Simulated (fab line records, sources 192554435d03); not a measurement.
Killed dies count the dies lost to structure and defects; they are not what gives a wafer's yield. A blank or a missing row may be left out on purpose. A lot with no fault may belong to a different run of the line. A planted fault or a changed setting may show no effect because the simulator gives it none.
Split-lot trial + flow n5 finfet + 21 wafers read across 7 lots, on a route 1938 steps long

## THE SPLIT ITSELF
At N5_BEOL_M11_DESCUM_16 (chemistry O2, time 7.9 s), the setting time s was moved away from the recipe's 7.9 s on 13 of the 21 wafers read, by -12.5% to +22.3%. This setting was run at the recipe's value on the other wafers.

Split to reading: the file shows no intervening step.

## THE READING
CAR-ArF_of_BEOL_M11_COAT_05.thk nm (the simulator's own value, which no gauge read), in nm, at N5_BEOL_M11_ETCH_61 (etches SiARC in CF4, target depth 39 nm, time 65 s). There is no usual value for it anywhere in the file. The 8 wafers here that ran the recipe average 55.6 nm, standard deviation 0.16 nm.

| wafer  | tool, chamber at the split | time s as run, s | against the recipe | CAR-ArF_of_BEOL_M11_COAT_05.thk nm, nm | against lot-mates on the recipe |
|--------|----------------------------|------------------|--------------------|----------------------------------------|---------------------------------|
| L075.2 | rie diel-06, 2,0           | 7.434            | -5.9%              | 55.8                                   | +0.4                            |
| L075.5 | rie diel-06, 2,0           | 7.434            | -5.9%              | 55.8                                   | +0.4                            |
| L075.3 | rie diel-06, 1             | 7.9              | recipe             | 55.4                                   | -                               |
| L080.1 | rie diel-02, 0,3,2         | 7.9              | recipe             | 55.8                                   | -                               |
| L080.3 | rie diel-02, 0,3,2         | 7.9              | recipe             | 55.8                                   | -                               |
| L080.5 | rie diel-02, 0,3,2         | 7.9              | recipe             | 55.6                                   | -                               |
| L084.1 | rie diel-02, 1,2,1         | 6.911            | -12.5%             | 56.2                                   | no lot-mate on the recipe       |
| L084.4 | rie diel-02, 1,2,1         | 6.911            | -12.5%             | 56.2                                   | no lot-mate on the recipe       |
| L084.5 | rie diel-02, 1,2,1         | 6.911            | -12.5%             | 56                                     | no lot-mate on the recipe       |
| L091.1 | rie diel-06, 1,3           | 7.406            | -6.3%              | 55.6                                   | +0.0                            |
| L091.3 | rie diel-06, 3             | 7.9              | recipe             | 55.6                                   | -                               |
| L091.5 | rie diel-06, 1,3           | 7.406            | -6.3%              | 55.8                                   | +0.2                            |
| L095.2 | rie diel-03, 3             | 8.617            | +9.1%              | 55.2                                   | -0.2                            |
| L095.3 | rie diel-03, 0             | 8.617            | +9.1%              | 54.8                                   | -0.6                            |
| L095.4 | rie diel-03, 2             | 7.9              | recipe             | 55.4                                   | -                               |
| L096.1 | rie diel-06, 1             | 9.661            | +22.3%             | 54.6                                   | -1.2                            |
| L096.4 | rie diel-06, 0             | 7.9              | recipe             | 55.8                                   | -                               |
| L096.5 | rie diel-06, 3             | 9.661            | +22.3%             | 54.8                                   | -1.0                            |
| L097.1 | rie diel-03, 3             | 7.9              | recipe             | 55.6                                   | -                               |
| L097.2 | rie diel-03, 1             | 7.062            | -10.6%             | 56                                     | +0.4                            |
| L097.6 | rie diel-03, 3             | 7.062            | -10.6%             | 56.2                                   | +0.6                            |
If several chambers appear in one row, that row covers several wafers at once and the file leaves open which wafer was in which chamber.

FIT RESULTS
A straight line over all 21 wafers: CAR-ArF_of_BEOL_M11_COAT_05.thk nm changes by -0.0428 nm for each +1% of time s; r = -0.94; the points scatter about the line by 0.17 nm.
The same after taking each lot's own level away (the mean of its wafers on the recipe; 18 wafers): -0.0475 nm for each +1%; r = -0.96; scatter 0.13 nm.
According to that fit, moving time s by its largest amount changes the reading by 1.1 nm.
The lots' own levels span 55.40 to 55.80 nm, that is 2.6 times the standard deviation above.
Consequently the slope shifts little with the lot-to-lot level, the two slopes agreeing.
Check: -0.996 nm against its lot-mates is what the line predicts for one of the wafers moved furthest among these (+22.3%) when that wafer is left out of the fit. Against them it came out at -1.2 nm.

## THE WHOLE CHAIN: every reading that the file lists as answering this split, in the file's order
| step                  | what it does                                       | reading                                                                             | change (the file's fit)                | r (the file's) |
|-----------------------|----------------------------------------------------|-------------------------------------------------------------------------------------|----------------------------------------|----------------|
| N5_BEOL_M11_DESCUM_16 | chemistry O2, time 7.9 s                           | CAR-ArF_of_BEOL_M11_COAT_05.thk nm (the simulator's own value, which no gauge read) | -0.0451 nm for each +1% of the setting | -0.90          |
| N5_BEOL_M11_ETCH_61   | etches SiARC in CF4, target depth 39 nm, time 65 s | CAR-ArF_of_BEOL_M11_COAT_05.thk nm (the simulator's own value, which no gauge read) | -0.0476 nm for each +1% of the setting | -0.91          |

## THE FILE'S OWN FIT
CAR-ArF_of_BEOL_M11_COAT_05.thk nm changes by -0.0476 nm for each +1% of time s, r = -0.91.
